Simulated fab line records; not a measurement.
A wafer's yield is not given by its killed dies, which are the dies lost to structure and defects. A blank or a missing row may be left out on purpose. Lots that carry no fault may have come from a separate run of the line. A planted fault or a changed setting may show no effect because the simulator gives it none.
Comparing a struck lot with a sound one    flow n5_finfet    37 out of 1938 route steps
Sound: these wafers, L931.1, L931.3, L931.5. Struck: wafers L924.1, L924.3, L924.5. At the end, the cause is stated.
For every step that has rows: the tool of each side, followed by ch and its chambers, followed by its first start. Under that, the readings that differ: sound wafers    struck wafers    difference of the means    sigmas: that difference in standard deviations of wafers without a fault.
alike: readings whose means differ by less than 2 such deviations, and words and numbers that are the same on both sides. not compared: withheld readings, readings that some wafer has no value for, bounds like >300 that may hide the same value, and numbers for which the record gives no deviation and whose values overlap.
The two part at a step that has a row with sigmas, a row that says differs or no value, or rows on one side only. Numbers that have no deviation but don't overlap get no sigmas and don't part them. Lack of a reading on every wafer of one side parts them only where that side has two or more wafers.

first, 9 steps without rows for these wafers: N5_WELL_APT_HMDS_18 (time 60 s); N5_WELL_APT_COAT_19 (resist thk 950 nm); N5_WELL_APT_EBR_21; N5_WELL_APT_SOFTBAKE_20 (time 60 s); N5_WELL_APT_EXPOSE_22 (exposes mask PWELL, defocus 0 nm, target cd 200 nm); N5_WELL_APT_PEB_23 (peb time 90 s); N5_WELL_APT_DEVELOP_24 (develop time 45 s); N5_WELL_APT_HARDBAKE_29 (time 120 s); N5_WELL_APT_DESCUM_30 (chemistry O2, time 7.9 s).
N5_WELL_APT_IMPLANT_31:
  sound on implanter-01 ch 0, day 7 11:49; struck on implanter-02 ch 0, day 5 15:06
reading             sound                             struck                           difference   sigmas
dose_ions_cm2       1.4998e+13 1.4973e+13 1.5004e+13  1.3234e+13 1.3232e+13 1.325e+13  -1.7530e+12  -99 or more
faraday_current_uA  186 192 193                       172 170 166                      -21          -5
  alike: rotation_deg
then, 25 steps without rows for these wafers: N5_WELL_APT_IMPLANT_32; N5_WELL_APT_STRIP_33 (strips in SPM, time 900 s); N5_WELL_APT_RTA_34 (time 10 s); N5_WELL_APT_OXIDE_STRIP_42 (strips SiO2 in dHF, time 45 s, target depth 12 nm); N5_WELL_APT_PRECLEAN_36 (cleans in O3/DIW, time 45 s); N5_WELL_APT_PRECLEAN_39 (cleans in dHF, time 60 s); N5_WELL_APT_SRD_37 (time 30 s); N5_WELL_APT_EPI_41 (deposits Si from SiH4/H2, target thk 50 nm, time 297.7 s); N5_PMOS_HMC_CHANNEL_EPI_HM_DEP_34 (deposits SiO2 from TEOS/O2, target thk 36 nm, time 6.9 s); N5_PMOS_HMC_CHANNEL_EPI_COAT_31 (time 60 s, resist thk 66 nm); N5_PMOS_HMC_CHANNEL_EPI_COAT_03 (resist thk 205 nm); N5_PMOS_HMC_CHANNEL_EPI_EBR_05; N5_PMOS_HMC_CHANNEL_EPI_SOFTBAKE_04 (time 60 s); N5_PMOS_HMC_CHANNEL_EPI_EXPOSE_06 (exposes mask PMOS HMC BLK, target cd 240 nm); N5_PMOS_HMC_CHANNEL_EPI_PEB_07 (peb time 60 s); N5_PMOS_HMC_CHANNEL_EPI_DEVELOP_08 (develop time 30 s); N5_PMOS_HMC_CHANNEL_EPI_DESCUM_14 (chemistry O2, time 7.9 s); N5_PMOS_HMC_CHANNEL_EPI_ETCH_32 (etches BARC in N2/H2, stops on SiO2, target depth 85.8 nm, time 50.3 s); N5_PMOS_HMC_CHANNEL_EPI_HM_OPEN_15 (chemistry CHF3/O2, target SiO2, target depth 40.6 nm, time 20.3 s); N5_PMOS_HMC_CHANNEL_EPI_STRIP_33 (strips in N2/H2); N5_PMOS_HMC_CHANNEL_EPI_STRIP_17 (strips in SPM, time 750 s); N5_PMOS_HMC_CHANNEL_EPI_ETCH_38 (etches SiO2 in CF4, target depth 1.5 nm); N5_PMOS_HMC_CHANNEL_EPI_FIN_RECESS_16 (chemistry HBr/Cl2, target Si, target depth 54 nm, time 18 s); N5_PMOS_HMC_CHANNEL_EPI_PRECLEAN_36 (cleans in O3/DIW, time 45 s); N5_PMOS_HMC_CHANNEL_EPI_PRECLEAN_18 (cleans in DHF, time 30 s).
-- the record jumps here: 7 days lie between the struck wafers' starts before and after (it left off in module PMOS_HMC_CHANNEL_EPI and takes up again in module BEOL_M4, whose first step shown is number 1111 of the route) --
N5_BEOL_M4_RC_MEAS_101:
  sound on prober-01 ch 0, day 14 15:42; struck on prober-01 ch 0, day 12 06:41
reading            sound           struck          difference  sigmas
RS_PWELL (ohm/sq)  3000 3011 3052  3251 3244 3279  +237        +12
  alike: DIBL_N, DIBL_P, IOFF_N, IOFF_P, ION_N, ION_P, SS_N, SS_P, VT_N, VT_P
-- a jump in the record: the struck wafers' starts before and after are 4 days apart (it breaks off in module BEOL_M4 and resumes in module PASSIVATION, where the first step shown is number 1936 of the route) --
N5_PASSIVATION_PROBE_49:
  sound on prober-01 at day 19 00:21; struck on prober-02 at day 16 18:05
  alike: defect_limited_yield, killed_at_M0_to_M3, killed_at_M4_up, killed_at_contacts, killed_at_front_end, killed_at_other, killed_dies, killed_open, killed_short, sort_bin_5_function, sort_bin_6_memory, sort_n_pass, sort_yield_pct

WHERE THEY PART
Last at N5_BEOL_M4_RC_MEAS_101 as far as this record goes, first at N5_WELL_APT_IMPLANT_31. Later steps at which nothing parts them and some readings are alike: N5_PASSIVATION_PROBE_49.

WHY: the cause the simulator had injected
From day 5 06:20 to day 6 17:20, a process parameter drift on implanter-02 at N5_WELL_APT_IMPLANT_31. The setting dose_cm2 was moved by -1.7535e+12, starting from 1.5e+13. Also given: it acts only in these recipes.
